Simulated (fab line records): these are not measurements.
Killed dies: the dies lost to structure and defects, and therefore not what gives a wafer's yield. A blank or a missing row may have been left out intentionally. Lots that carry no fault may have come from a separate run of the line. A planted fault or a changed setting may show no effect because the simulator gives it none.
fab line records + flow n5Finfet
[record]
- lots = 10
- wafers = 29
- lastDay = 19
route steps=1938 shown BEOL_M13@1692 BEOL_M14@1716 PASSIVATION@1936
lots with no fault: from the same line, run without faults
startH: hours from the record's first day to the start of the lot's first wafer shown + waitH: hours since the lot's step before + " repeats the value in the row above + L1.1+2: several wafers, shown together as one row + - either no value or no given start + * or withheld: withheld + < > ~ a bound
route shown NAME@n: a module of which the file shows steps, and the number in the route of the first + usual: the fault-free wafers' mean and standard deviation + same: alike in all rows + chamber/n: place in a boat + sites: the reading at each site + _std_site: standard deviation of those values + _edge_site: the outer-site mean with the inner-site mean subtracted + radiusMm: for every site, how far away it sits from the centre of the wafer + mask NAME#n: copy n + behind: the most recent tool/chamber to have shaped the wafer + hold: cause of the lot's hold/its duration in hours/its outcome + device: whichever transistor did not switch (one of n, p or np) + end of line: tests run on the same wafers once the route is complete + where a step has no rows: the recipe by itself + killed: count of dies lost to structure and defects at first sort (not the wafer's yield) + map: a wafer's dies, x killed, . not, _ none there
set.NAME: the setting as run; set.NAME@STEP: as run at that earlier step + model.NAME: the simulator's own value behind a step, which no gauge read
steps of the route over a sample of lots; a table a step, a row a wafer
services: a tool's chamber out of use, with start hour (startH, from the record's first day; less than 0 if before it), hours out, and reason
[[steps]]
[step N5_BEOL_M13_DESCUM_33]
[recipe]
- chemistry = O2
- timeS = 7.9
- sourcePowerW = 50
- biasPowerW = 20
- pressureMtorr = 20
- rfFrequencyHz = 2.712e+07
- tempC = 40
- o2FlowSccm = 225
[usual]
- drypumpMotorCurrentA = 5.9/0.49
- oesProductAu = 0.80/0.07
- rfVppV = 243.3/1.2
- showerheadPlenumPTorr = 2.10/0.064
- tempC = 40.02/0.12
- throttleValvePct = 20.28/0.23
| lot.wafer | tool       | chamber | startH | waitH | drypumpMotorCurrentA | oesProductAu | rfHoursCounterH | rfVppV | showerheadPlenumPTorr | tempC | throttleValvePct |
|-----------|------------|---------|--------|-------|----------------------|--------------|-----------------|--------|-----------------------|-------|------------------|
| L672.2    | rieDiel-02 | 1       | 256.94 | 0.0   | 5.2                  | 0.70         | 236             | 242.6  | 1.98                  | 40.02 | 20.81            |
| L672.5    | "          | 3       | "      | "     | 6.2                  | 0.67         | -               | 240.2  | 1.98                  | 39.98 | 20.60            |
| L672.6    | "          | 0       | "      | "     | 5.6                  | 0.90         | -               | 242.8  | 2.04                  | 40.12 | 20.24            |
| L671.1    | rieDiel-01 | 3       | 259.33 | 0.0   | 5.4                  | 0.91         | 21              | 243.1  | 2.06                  | 39.99 | 20.08            |
| L671.2    | "          | 2       | "      | "     | 5.7                  | 0.82         | 67              | 244.5  | 2.11                  | 40.12 | 20.29            |
| L671.5    | "          | 1       | "      | "     | 5.7                  | 0.86         | -               | 245.2  | 2.22                  | 39.98 | 19.99            |
| L677.2    | rieDiel-03 | 1       | 287.70 | 0.0   | 6.1                  | 0.70         | 206             | 244.3  | 2.14                  | 39.98 | 20.86            |
| L677.4    | "          | 0       | "      | "     | 4.9                  | 0.76         | 173             | 242.9  | 2.09                  | 39.96 | 20.21            |
| L677.5    | "          | 1       | "      | "     | 6.0                  | 0.71         | -               | 244.8  | 2.15                  | 40.24 | 20.85            |
| L680.2    | rieDiel-01 | 0       | 307.35 | 0.0   | 6.4                  | 0.78         | 144             | 242.9  | 2.08                  | 40.04 | 20.14            |
| L680.4    | "          | 3       | "      | "     | 5.4                  | 0.87         | 35              | 241.8  | 2.06                  | 40.05 | 20.10            |
| L680.6    | "          | 2       | "      | "     | 5.7                  | 0.81         | -               | 245.4  | 2.11                  | 40.07 | 20.29            |
| L683.1    | rieDiel-01 | 0       | 327.31 | 0.0   | 6.4                  | 0.77         | 150             | 241.7  | 2.08                  | 40.03 | 20.16            |
| L683.2    | "          | 2       | "      | "     | 5.7                  | 0.81         | 82              | 244.8  | 2.11                  | 39.98 | 20.29            |
| L683.3    | "          | 1       | "      | "     | 5.7                  | 0.83         | 80              | 245.5  | 2.21                  | 39.93 | 20.02            |
| L686.3    | rieDiel-03 | 0       | 354.69 | 0.0   | 4.9                  | 0.74         | 191             | 243.5  | 2.08                  | 39.86 | 20.23            |
| L686.4    | "          | 2       | "      | "     | 5.8                  | 0.70         | 197             | 243.7  | 2.08                  | 39.78 | 20.32            |
| L686.6    | "          | 0       | "      | "     | 4.9                  | 0.74         | -               | 243.6  | 2.08                  | 39.90 | 20.23            |
| L688.4    | rieDiel-03 | 0       | 383.53 | 0.0   | 4.9                  | 0.73         | 198             | 242.8  | 2.08                  | 40.22 | 20.24            |
| L688.5    | "          | 2       | "      | "     | 5.8                  | 0.69         | -               | 242.8  | 2.08                  | 40.12 | 20.34            |
| L688.6    | "          | 3       | "      | "     | 6.6                  | 0.81         | -               | 245.5  | 2.11                  | 39.94 | 20.27            |
| L690.2    | rieDiel-03 | 1       | 386.91 | 0.2   | 6.0                  | 0.68         | 233             | 243.2  | 2.14                  | 39.93 | 20.90            |
| L690.3    | "          | 2       | "      | "     | 5.8                  | 0.68         | 206             | 243.6  | 2.08                  | 39.87 | 20.35            |
| L691.2    | rieDiel-01 | 0       | 411.48 | 0.0   | 6.4                  | 0.76         | 173             | 244.4  | 2.07                  | 39.85 | 20.18            |
| L691.3    | "          | 2       | "      | "     | 5.7                  | 0.79         | 100             | 243.5  | 2.10                  | 40.12 | 20.33            |
| L691.4    | "          | 3       | "      | "     | 5.4                  | 0.83         | 65              | 241.7  | 2.05                  | 40.19 | 20.13            |
| L692.1    | rieDiel-02 | 3       | 411.64 | 0.0   | 6.2                  | 0.87         | 28              | 244.9  | 2.23                  | 40.13 | 20.23            |
| L692.3    | "          | 0       | "      | "     | 5.6                  | 0.83         | 82              | 242.6  | 2.02                  | 40.13 | 20.30            |
| L692.5    | "          | 0       | "      | "     | 5.6                  | 0.83         | -               | 241.5  | 2.02                  | 40.14 | 20.30            |
[step N5_BEOL_M14_ILD_DEP_00]
[recipe]
- material = SiO2
- targetThkA = 11193
- tempC = 400
- precursor = TEOS/O2
- pressureTorr = 6.5
- rfW = 900
- teosFlowSccm = 161.4
- gas = O2
- flowSccm = 2650
- timeS = 237.4
[usual]
- heaterPowerW = 581/110
- showerheadPlenumPTorr = 8.35/0.039
- throttleValvePct = 18.8/0.97
| lot.wafer | tool     | chamber | startH | waitH | heaterPowerW | showerheadPlenumPTorr | throttleValvePct |
|-----------|----------|---------|--------|-------|--------------|-----------------------|------------------|
| L672.2    | pecvd-04 | 0       | 259.68 | 0.0   | 661          | 8.27                  | 20.9             |
| L672.5    | "        | 1       | "      | "     | 556          | 8.40                  | 19.6             |
| L672.6    | "        | 2       | "      | "     | 526          | 8.37                  | 18.4             |
| L671.1    | pecvd-01 | 1       | 261.68 | 0.0   | 571          | 8.39                  | 18.7             |
| L671.2    | "        | 0       | "      | "     | 648          | 8.30                  | 18.9             |
| L671.5    | "        | 0       | "      | "     | 680          | 8.31                  | 19.2             |
| L677.2    | pecvd-01 | 1       | 294.45 | 0.0   | 664          | 8.39                  | 18.6             |
| L677.4    | "        | 2       | "      | "     | 390          | 8.38                  | 18.6             |
| L677.5    | "        | 1       | "      | "     | 540          | 8.38                  | 18.6             |
| L680.2    | pecvd-04 | 1       | 311.54 | 0.0   | 627          | 8.41                  | 19.7             |
| L680.4    | "        | 2       | "      | "     | 523          | 8.38                  | 18.4             |
| L680.6    | "        | 0       | "      | "     | 820          | 8.26                  | 20.7             |
| L683.1    | pecvd-03 | 1       | 331.03 | 0.0   | 624          | 8.38                  | 17.9             |
| L683.2    | "        | 2       | "      | "     | 545          | 8.38                  | 17.1             |
| L683.3    | "        | 0       | "      | "     | 406          | 8.37                  | 18.7             |
| L686.3    | pecvd-01 | 2       | 358.76 | 0.0   | 510          | 8.38                  | 19.1             |
| L686.4    | "        | 2       | "      | "     | 392          | 8.37                  | 19.3             |
| L686.6    | "        | 0       | "      | "     | 635          | 8.30                  | 19.0             |
| L690.2    | pecvd-01 | 1       | 389.69 | 0.0   | 620          | 8.35                  | 18.3             |
| L690.3    | "        | 2       | "      | "     | 395          | 8.38                  | 19.1             |
| L688.4    | pecvd-03 | 1       | 391.99 | 0.1   | 511          | 8.37                  | 18.2             |
| L688.5    | "        | 2       | "      | "     | 550          | 8.38                  | 17.6             |
| L688.6    | "        | 0       | "      | "     | 431          | 8.35                  | 18.4             |
| L691.2    | pecvd-04 | 2       | 414.78 | 0.0   | 636          | 8.36                  | 18.5             |
| L691.3    | "        | 0       | "      | "     | 804          | 8.29                  | 20.9             |
| L691.4    | "        | 2       | "      | "     | 681          | 8.37                  | 18.7             |
| L692.1    | pecvd-04 | 0       | 420.38 | 0.0   | 675          | 8.28                  | 20.6             |
| L692.3    | "        | 2       | "      | "     | 618          | 8.37                  | 18.3             |
| L692.5    | "        | 0       | "      | "     | 823          | 8.28                  | 20.7             |
[step N5_BEOL_M14_COAT_58]
[recipe]
- resist = BARC
- tempC = 205
- timeS = 60
- spinRpm = 1500
- resistThkNm = 89
[usual]
- chillPlateTempC = 23.01/0.11
- spinSpeedRpm = 1499.7/1
| lot.wafer | tool          | chamber | startH | waitH | chillPlateTempC | spinSpeedRpm |
|-----------|---------------|---------|--------|-------|-----------------|--------------|
| L672.2    | lithoTrack-03 | 0       | 259.90 | 0.0   | 23.03           | 1500.2       |
| L672.5    | "             | 0       | "      | "     | 22.99           | 1499.7       |
| L672.6    | "             | 0       | "      | "     | 22.94           | 1500.1       |
| L671.1    | lithoTrack-05 | 0       | 261.90 | 0.0   | 22.87           | 1499.6       |
| L671.2    | "             | 0       | "      | "     | 22.74           | 1500.5       |
| L671.5    | "             | 0       | "      | "     | 22.90           | 1499.1       |
| L677.2    | lithoTrack-02 | 0       | 294.68 | 0.0   | 22.92           | 1499.8       |
| L677.4    | "             | 0       | "      | "     | 23.07           | 1499.4       |
| L677.5    | "             | 0       | "      | "     | 23.03           | 1500.8       |
| L680.2    | lithoTrack-05 | 0       | 311.76 | 0.0   | 23.05           | 1499.5       |
| L680.4    | "             | 0       | "      | "     | 23.00           | 1500.4       |
| L680.6    | "             | 0       | "      | "     | 23.07           | 1498.8       |
| L683.1    | lithoTrack-02 | 0       | 331.25 | 0.0   | 23.06           | 1501.2       |
| L683.2    | "             | 0       | "      | "     | 22.96           | 1501.6       |
| L683.3    | "             | 0       | "      | "     | 22.94           | 1500.0       |
| L686.3    | lithoTrack-03 | 0       | 358.99 | 0.0   | 23.00           | 1499.7       |
| L686.4    | "             | 0       | "      | "     | 22.97           | 1500.2       |
| L686.6    | "             | 0       | "      | "     | 23.06           | 1497.6       |
| L690.2    | lithoTrack-03 | 0       | 389.99 | 0.0   | 23.08           | 1435.8       |
| L690.3    | "             | 0       | "      | "     | 22.87           | 1433.7       |
| L688.4    | lithoTrack-05 | 0       | 392.13 | 0.0   | 23.12           | 1498.5       |
| L688.5    | "             | 0       | "      | "     | 23.04           | 1499.7       |
| L688.6    | "             | 0       | "      | "     | 23.04           | 1499.9       |
| L691.2    | lithoTrack-03 | 0       | 415.08 | 0.0   | 22.97           | 1434.6       |
| L691.3    | "             | 0       | "      | "     | 23.13           | 1436.0       |
| L691.4    | "             | 0       | "      | "     | 23.01           | 1435.5       |
| L692.1    | lithoTrack-03 | 0       | 420.70 | 0.0   | 23.02           | 1437.4       |
| L692.3    | "             | 0       | "      | "     | 22.94           | 1436.0       |
| L692.5    | "             | 0       | "      | "     | 22.96           | 1433.7       |
[step N5_BEOL_M14_VIA_ETCH_16]
[recipe]
- chemistry = C4F8/O2/Ar
- target = SiO2
- heInnerTorr = 15
- heOuterTorr = 30
- targetDepthA = 12313
- timeS = withheld
- ionEnergyEv = 800
- pressureMtorr = 20
- sourceW = 1905
- biasW = 2040
- Ar_flow_sccm = 400
- C4F8_flow_sccm = 16
- O2_flow_sccm = 12
- ends = cleared
[usual]
- drypumpMotorCurrentA = 5.6/0.48
- oesProductAu = 0.72/0.073
- rfVppV = 2243/45
- showerheadPlenumPTorr = 3.44/0.12
- throttleValvePct = 30.9/0.34
| lot.wafer | tool       | chamber | startH | waitH | drypumpMotorCurrentA | oesProductAu | rfVppV | showerheadPlenumPTorr | throttleValvePct |
|-----------|------------|---------|--------|-------|----------------------|--------------|--------|-----------------------|------------------|
| L672.2    | rieDiel-06 | 0       | 260.44 | 0.0   | 5.8                  | 0.78         | 2163   | 3.63                  | 31.0             |
| L672.5    | "          | 1       | "      | "     | 5.8                  | 0.66         | 2288   | 3.31                  | 31.0             |
| L672.6    | "          | 2       | "      | "     | 4.9                  | 0.88         | 2258   | 3.36                  | 30.1             |
| L671.1    | rieDiel-06 | 3       | 262.47 | 0.0   | 6.0                  | 0.68         | 2199   | 3.57                  | 31.0             |
| L671.2    | "          | 1       | "      | "     | 5.8                  | 0.66         | 2288   | 3.31                  | 31.0             |
| L671.5    | "          | 1       | "      | "     | 5.8                  | 0.66         | 2288   | 3.31                  | 31.0             |
| L677.2    | rieDiel-06 | 2       | 295.25 | 0.0   | 5.0                  | 0.85         | 2257   | 3.35                  | 30.1             |
| L677.4    | "          | 3       | "      | "     | 6.0                  | 0.67         | 2201   | 3.56                  | 31.0             |
| L677.5    | "          | 1       | "      | "     | 5.8                  | 0.66         | 2287   | 3.30                  | 31.0             |
| L680.2    | rieDiel-06 | 2       | 312.25 | 0.0   | 5.0                  | 0.85         | 2259   | 3.35                  | 30.2             |
| L680.4    | "          | 1       | "      | "     | 5.8                  | 0.66         | 2287   | 3.30                  | 31.0             |
| L680.6    | "          | 1       | "      | "     | 5.8                  | 0.66         | 2288   | 3.30                  | 31.0             |
| L683.1    | rieDiel-05 | 2       | 331.74 | 0.0   | 5.2                  | 0.77         | 2212   | 3.60                  | 30.3             |
| L683.2    | "          | 3       | "      | "     | 5.6                  | 0.81         | 2232   | 3.47                  | 30.6             |
| L683.3    | "          | 1       | "      | "     | 5.1                  | 0.79         | 2292   | 3.52                  | 31.3             |
| L686.3    | rieDiel-04 | 0       | 359.56 | 0.0   | 4.8                  | 0.68         | 2307   | 3.44                  | 30.8             |
| L686.4    | "          | 1       | "      | "     | 6.0                  | 0.62         | 2298   | 3.51                  | 30.5             |
| L686.6    | "          | 3       | "      | "     | 5.8                  | 0.66         | 2215   | 3.27                  | 31.1             |
| L690.2    | rieDiel-06 | 0       | 390.48 | 0.0   | 5.8                  | 0.74         | 2160   | 3.61                  | 31.0             |
| L690.3    | "          | 2       | "      | "     | 5.0                  | 0.81         | 2256   | 3.34                  | 30.2             |
| L688.4    | rieDiel-05 | 0       | 392.67 | 0.1   | 6.5                  | 0.62         | 2191   | 3.27                  | 30.9             |
| L688.5    | "          | 1       | "      | "     | 5.2                  | 0.75         | 2290   | 3.50                  | 31.3             |
| L688.6    | "          | 2       | "      | "     | 5.2                  | 0.76         | 2212   | 3.59                  | 30.3             |
| L691.2    | rieDiel-05 | 3       | 415.66 | 0.0   | 5.6                  | 0.76         | 2230   | 3.46                  | 30.7             |
| L691.3    | "          | 1       | "      | "     | 5.1                  | 0.75         | 2289   | 3.50                  | 31.3             |
| L691.4    | "          | 1       | "      | "     | 5.1                  | 0.75         | 2291   | 3.50                  | 31.3             |
| L692.1    | rieDiel-04 | 0       | 421.15 | 0.0   | 4.8                  | 0.67         | 2304   | 3.43                  | 30.9             |
| L692.3    | "          | 2       | "      | "     | 5.8                  | 0.66         | 2261   | 3.44                  | 31.2             |
| L692.5    | "          | 2       | "      | "     | 5.8                  | 0.66         | 2262   | 3.44                  | 31.2             |
[step N5_PASSIVATION_PROBE_49]
[usual]
- defectLimitedYield = 91.0/1.6
- killed_at_M0_to_M3 = 35/11
- killed_at_M4_up = 14/5.3
- killedAtContacts = 13/6.7
- killedAtFrontEnd = 41/12
- killedAtOther = 3.9/2.7
- killedDies = 106/19
- killedOnRim = 14/4
- killedOpen = 70/14
- killedShort = 35/8.8
- sort_bin_5_function = 5.3/1
- sort_bin_6_memory = 3.3/0.81
- sortNPass = 1073/19
- sortYieldPct = 91.0/1.6
[same]
- grossDies = 1180
- killedAtBackSide = 0
- sort_bin_4_leakage[%] = 0
- sort_bin_8_speed[%] = 0
| lot.wafer | tool      | chamber | startH | waitH | defectLimitedYield[%] | killed_at_M0_to_M3 | killed_at_M4_up | killedAtContacts | killedAtFrontEnd | killedAtOther | killedDies | killedOnRim | killedOpen | killedShort | sort_bin_5_function[%] | sort_bin_6_memory[%] | sortNPass | sortYieldPct[%] |
|-----------|-----------|---------|--------|-------|-----------------------|--------------------|-----------------|------------------|------------------|---------------|------------|-------------|------------|-------------|------------------------|----------------------|-----------|-----------------|
| L671.1    | prober-02 | -       | 303.23 | 0.0   | 91.2                  | 33                 | 10              | 20               | 36               | 5             | 104        | 13          | 71         | 31          | 4.9                    | 3.6                  | 1076      | 91.2            |
| L671.2    | prober-02 | -       | 303.28 | 0.1   | 90.8                  | 18                 | 19              | 14               | 53               | 5             | 109        | 13          | 64         | 36          | 4.5                    | 3.7                  | 1071      | 90.8            |
| L671.5    | prober-02 | -       | 303.43 | 0.2   | 90.6                  | 16                 | 12              | 15               | 63               | 5             | 111        | 12          | 73         | 36          | 5.7                    | 3.5                  | 1069      | 90.6            |
| L672.2    | prober-02 | -       | 318.55 | 0.1   | 91.1                  | 25                 | 9               | 17               | 46               | 8             | 105        | 11          | 74         | 29          | 5.9                    | 2.6                  | 1075      | 91.1            |
| L672.5    | prober-02 | -       | 318.70 | 0.2   | 91.4                  | 46                 | 6               | 18               | 28               | 3             | 101        | 20          | 65         | 34          | 4.8                    | 3.2                  | 1079      | 91.4            |
| L672.6    | prober-02 | -       | 318.75 | 0.3   | 90.3                  | 44                 | 7               | 13               | 45               | 5             | 114        | 14          | 72         | 38          | 6.9                    | 2.5                  | 1066      | 90.3            |
| L677.2    | prober-02 | -       | 323.38 | 0.1   | 89.4                  | 58                 | 6               | 18               | 40               | 3             | 125        | 17          | 83         | 41          | 6.4                    | 4.0                  | 1055      | 89.4            |
| L677.4    | prober-02 | -       | 323.48 | 0.2   | 90.0                  | 47                 | 10              | 16               | 44               | 1             | 118        | 23          | 74         | 41          | 6.8                    | 2.9                  | 1062      | 90.0            |
| L677.5    | prober-02 | -       | 323.53 | 0.2   | 90.0                  | 44                 | 20              | 25               | 28               | 1             | 118        | 10          | 78         | 38          | 6.2                    | 3.4                  | 1062      | 90.0            |
| L688.4    | prober-02 | -       | 423.56 | 0.2   | 91.1                  | 28                 | 10              | 6                | 61               | 0             | 105        | 13          | 77         | 27          | 5.8                    | 3.1                  | 1075      | 91.1            |
| L688.5    | prober-02 | -       | 423.61 | 0.2   | 87.5                  | 31                 | 16              | 14               | 83               | 3             | 147        | 19          | 98         | 46          | 6.8                    | 5.3                  | 1033      | 87.5            |
| L688.6    | prober-02 | -       | 423.66 | 0.3   | 90.8                  | 42                 | 10              | 15               | 40               | 1             | 108        | 9           | 75         | 32          | 4.9                    | 3.5                  | 1072      | 90.8            |
| L692.5    | prober-01 | -       | 450.21 | 0.2   | 89.8                  | 42                 | 13              | 7                | 54               | 4             | 120        | 20          | 73         | 45          | 6.3                    | 3.1                  | 1060      | 89.8            |
// killed by level:class
L671.1 MOL_CONTACT_COAG:geometricParticle:open=17 FIN_SAQP:geometricParticle:open=9 BEOL_M0_SAQP:geometricParticle:short=9 GATE_CUT:geometricParticle:short=7 BEOL_M1:geometricParticle:open=7 BEOL_M0_SAQP:geometricParticle:open=6 BEOL_M2:geometricParticle:open=6 FIN_SAQP:geometricParticle:short=4
L671.2 MOL_CONTACT_COAG:geometricParticle:open=12 BEOL_M4:geometricParticle:open=11 FIN_SAQP:geometricParticle:open=10 FIN_SAQP:geometricParticle:short=8 DUMMY_GATE:geometricParticle:open=7 HKMG_FIN:areaEtch=7 BEOL_M0_SAQP:geometricParticle:open=6 STI_FIN_REVEAL:geometricParticle:short=4
L671.5 STI_FIN_REVEAL:geometricParticle:open=19 MOL_CONTACT_COAG:geometricParticle:open=11 FIN_SAQP:geometricParticle:open=9 FIN_SAQP:geometricParticle:short=8 BEOL_M2:geometricParticle:open=5 BEOL_M0_SAQP:geometricParticle:open=5 STI_FIN_REVEAL:geometricParticle:short=4 MOL_CONTACT_COAG:geometricParticle:short=4
L672.2 MOL_CONTACT_COAG:geometricParticle:open=13 STI_FIN_REVEAL:geometricParticle:open=12 GATE_CUT:geometricParticle:short=8 FIN_SAQP:geometricParticle:open=7 BEOL_M0_SAQP:geometricParticle:open=7 BEOL_M3:geometricParticle:open=6 STI_FIN_REVEAL:geometricParticle:short=5 GATE_CUT:geometricParticle:open=5
L672.5 BEOL_M2:geometricParticle:open=13 MOL_CONTACT_COAG:geometricParticle:open=10 MOL_CONTACT_COAG:geometricParticle:short=8 BEOL_M1:geometricParticle:open=8 STI_FIN_REVEAL:geometricParticle:open=7 BEOL_M0_SAQP:geometricParticle:open=7 FIN_SAQP:geometricParticle:short=5 BEOL_M0_SAQP:geometricParticle:short=5
L672.6 MOL_CONTACT_COAG:geometricParticle:open=13 BEOL_M3:geometricParticle:open=12 GATE_CUT:geometricParticle:open=8 GATE_CUT:geometricParticle:short=8 BEOL_M0_SAQP:geometricParticle:short=7 BEOL_M0_SAQP:geometricParticle:open=6 BEOL_M1:geometricParticle:short=6 STI_FIN_REVEAL:geometricParticle:open=5
L677.2 BEOL_M0_SAQP:geometricParticle:short=25 BEOL_M0_SAQP:geometricParticle:open=19 MOL_CONTACT_COAG:geometricParticle:open=16 FIN_SAQP:geometricParticle:open=9 STI_FIN_REVEAL:geometricParticle:open=8 BEOL_M1:geometricParticle:open=6 DUMMY_GATE:geometricParticle:open=4 ILD0:geometricParticle:open=4
L677.4 BEOL_M0_SAQP:geometricParticle:open=19 BEOL_M0_SAQP:geometricParticle:short=16 MOL_CONTACT_COAG:geometricParticle:open=11 DUMMY_GATE:geometricParticle:open=10 FIN_SAQP:geometricParticle:open=9 MOL_CONTACT_COAG:geometricParticle:short=5 BEOL_M4:geometricParticle:open=5 STARTING-WAFER:geometricParticle:short=5
L677.5 MOL_CONTACT_COAG:geometricParticle:open=19 BEOL_M0_SAQP:geometricParticle:short=15 BEOL_M0_SAQP:geometricParticle:open=10 BEOL_M4:geometricParticle:open=10 STI_FIN_REVEAL:geometricParticle:open=6 MOL_CONTACT_COAG:geometricParticle:short=6 BEOL_M1:geometricParticle:open=6 BEOL_M3:geometricParticle:open=5
L688.4 STI_FIN_REVEAL:geometricParticle:open=18 BEOL_M2:geometricParticle:open=10 FIN_SAQP:geometricParticle:open=9 GATE_CUT:geometricParticle:short=9 GATE_CUT:geometricParticle:open=7 MOL_CONTACT_COAG:geometricParticle:open=6 BEOL_M0_SAQP:geometricParticle:short=6 BEOL_M0:geometricParticle:open=5
L688.5 STI_FIN_REVEAL:geometricParticle:open=25 FIN_SAQP:geometricParticle:open=16 MOL_CONTACT_COAG:geometricParticle:open=14 FIN_SAQP:geometricParticle:short=12 STI_FIN_REVEAL:geometricParticle:short=8 BEOL_M2:geometricParticle:open=7 BEOL_M0_SAQP:geometricParticle:open=6 STARTING-WAFER:geometricParticle:open=5
L688.6 FIN_SAQP:geometricParticle:open=14 MOL_CONTACT_COAG:geometricParticle:open=12 BEOL_M0_SAQP:geometricParticle:short=12 BEOL_M0_SAQP:geometricParticle:open=11 STI_FIN_REVEAL:geometricParticle:open=9 FIN_SAQP:geometricParticle:short=8 BEOL_M2:geometricParticle:open=5 BEOL_M1:geometricParticle:open=4
L692.5 STI_FIN_REVEAL:geometricParticle:open=16 BEOL_M0_SAQP:geometricParticle:short=13 BEOL_M0_SAQP:geometricParticle:open=13 FIN_SAQP:geometricParticle:short=10 GATE_CUT:geometricParticle:short=8 BEOL_M2:geometricParticle:open=7 MOL_CONTACT_COAG:geometricParticle:open=6 FIN_SAQP:geometricParticle:open=5
[[services]]
| tool          | chamber | startH | hours | kind                        |
|---------------|---------|--------|-------|-----------------------------|
| rieDiel-05    | 3       | 240.19 | -     | clean                       |
| rieDiel-05    | 3       | 240.19 | -     | consumableReplace:focusRing |
| rieDiel-05    | 3       | 240.19 | 20.8  | scheduledDown               |
| rieDiel-05    | 3       | 240.19 | 20.8  | ventCycle                   |
| rieDiel-04    | -       | 246.59 | 4.3   | pm                          |
| rieDiel-04    | 3       | 270.27 | 1.4   | repair                      |
| rieDiel-01    | -       | 271.77 | 2.8   | pm                          |
| lithoTrack-05 | -       | 275.59 | -     | consumableReplace:filter    |
| rieDiel-02    | 0       | 275.91 | 6.9   | repair                      |
| rieDiel-05    | 1       | 276.52 | 6.8   | repair                      |
| rieDiel-01    | 2       | 285.53 | 14.8  | repair                      |
| pecvd-04      | 1       | 307.59 | 2.1   | scheduledDown               |
| rieDiel-05    | 2       | 314.84 | 9.9   | repair                      |
| pecvd-03      | -       | 324.74 | 0.7   | repair                      |
| rieDiel-04    | -       | 349.59 | 0.2   | repair                      |
| rieDiel-04    | 1       | 363.68 | 6.5   | repair                      |
| pecvd-01      | 2       | 372.71 | 5.5   | scheduledDown               |
| rieDiel-05    | 3       | 386.33 | 11.0  | repair                      |
| rieDiel-06    | 3       | 389.38 | 10.4  | repair                      |
| pecvd-01      | -       | 391.84 | 0.6   | repair                      |
| pecvd-04      | -       | 393.60 | 1.3   | repair                      |
| pecvd-04      | 1       | 395.23 | 5.5   | scheduledDown               |
| rieDiel-01    | -       | 402.47 | 2.1   | repair                      |
| rieDiel-01    | 1       | 416.10 | 2.8   | repair                      |
[[key]]
[firstSign]
- step = N5_BEOL_M14_COAT_58
- reading = spinSpeedRpm
- direction = down
- sigmas = 63
- usual = *
- struck = *
effect none on later readings
metAt N5_BEOL_M14_COAT_58
struckLots L690,L691,L692
notActingAt N5_BEOL_M13_DESCUM_33,N5_BEOL_M14_ILD_DEP_00,N5_BEOL_M14_VIA_ETCH_16
onsetBetween 358.99 389.99
[fault]
- kind = processParameterDrift
- tool = lithoTrack-03
- chamber = -
- onsetH = 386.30
- steps = N5_BEOL_M14_COAT_58
- channel = spinRpm
- offset = *
- shape = step
- endH = 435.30
- actsIn = *
- stated = *
